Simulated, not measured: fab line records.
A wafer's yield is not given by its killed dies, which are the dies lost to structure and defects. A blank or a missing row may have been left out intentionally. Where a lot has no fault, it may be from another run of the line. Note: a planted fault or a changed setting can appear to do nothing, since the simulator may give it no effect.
Chamber matching    flow n5 finfet    N5_BEOL_M8_ETCH_61 on rie diel-01 has 4 sister chambers
The step etches SiARC in CF4, target depth 45.5 nm, time 75.8 s. 4 wafers are shown with their chamber, then 8 later ones without.

== WAFERS, EACH WITH ITS CHAMBER ==
wafer   chamber  drypump motor current A (A)
L079.1  2        5.2
L081.4  1        5.8
L085.5  3        6.6
L091.3  0        6.3

== WAFERS WITHOUT THEIR CHAMBER ==
wafer   drypump motor current A (A)
L091.4  5.2
L091.6  5.2
L092.3  5.8
L092.4  5.2
L092.6  6.5
L095.2  6.3
L095.4  6.6
L095.6  5.2

== WHICH CHAMBER EACH ONE RAN IN ==
wafer   from the rows above  in truth
L091.4  2                    2
L091.6  2                    2
L092.3  1                    1
L092.4  2                    2
L092.6  3                    3
L095.2  0                    0
L095.4  3                    3
L095.6  2                    2
Correct placement for 8 of the 8. Left unplaced by these rows: 0. Number placed wrongly: 0.
How it was worked out, from the rows above alone: a wafer's distance from a chamber is the root of the sum, over the readings, of the square of ((its reading less the chamber's mean) divided by the reading's scatter). The wafer belongs to the nearest chamber; if the next one is less than 2 further off, it can't be placed. Each chamber's mean is taken over the wafers shown for it. The scatter (one wafer shown for each chamber): square how far every hidden wafer sits from the nearest shown wafer, average those squares and take the square root.
